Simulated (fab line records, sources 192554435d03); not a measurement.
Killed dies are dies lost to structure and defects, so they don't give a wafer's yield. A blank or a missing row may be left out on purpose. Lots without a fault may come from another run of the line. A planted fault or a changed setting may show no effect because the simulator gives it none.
Chamber matching | flow n5_finfet | N5_BEOL_M10_CURE_72 on uv_cure-03: 3 sister chambers
The step cures SiCOH lowk, time 120 s. 6 wafers are shown with their chamber, then 10 later ones without.

WAFERS WITH THEIR CHAMBER
wafer  | chamber | wafer_temp_C_max | lamp_power_pct (%)
L082.4 | 0       | 371.6            | 52.24
L082.6 | 0       | 371.0            | 52.35
L084.4 | 1       | 370.8            | 52.31
L084.6 | 1       | 370.4            | 52.28
L085.1 | 2       | 372.5            | 52.34
L085.2 | 2       | 372.2            | 52.31

WAFERS WITHOUT THEIR CHAMBER
wafer  | wafer_temp_C_max | lamp_power_pct (%)
L085.6 | 372.2            | 52.35
L086.2 | 371.9            | 52.33
L086.5 | 372.9            | 52.27
L086.6 | 372.7            | 52.35
L089.2 | 370.8            | 52.22
L089.4 | 371.9            | 52.35
L089.6 | 371.0            | 52.26
L097.2 | 372.1            | 52.37
L097.4 | 372.1            | 52.35
L097.5 | 373.2            | 52.34

WHICH CHAMBER EACH WENT THROUGH
wafer  | from the rows above     | in truth
L085.6 | 2                       | 2
L086.2 | can't be placed: 2 or 0 | 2
L086.5 | 2                       | 2
L086.6 | 2                       | 2
L089.2 | can't be placed: 1 or 0 | 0
L089.4 | can't be placed: 2 or 0 | 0
L089.6 | can't be placed: 0 or 1 | 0
L097.2 | can't be placed: 2 or 0 | 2
L097.4 | can't be placed: 2 or 0 | 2
L097.5 | 2                       | 2
Placed correctly: 4 of 10. Can't be placed from these rows: 6 (the true chamber is among the candidates in 6). Placed wrongly: 0.
How it was worked out, from the rows above alone: a wafer's distance from a chamber is the root of the sum, over the readings, of the square of ((its reading less the chamber's mean) divided by the reading's scatter). The wafer belongs to the nearest chamber; if the next one is less than 2 further off, it can't be placed. A chamber's mean is the mean of its shown wafers. The scatter: the root of (the sum of the squares of (reading less its chamber's mean) over the shown wafers, divided by (wafers less chambers)).
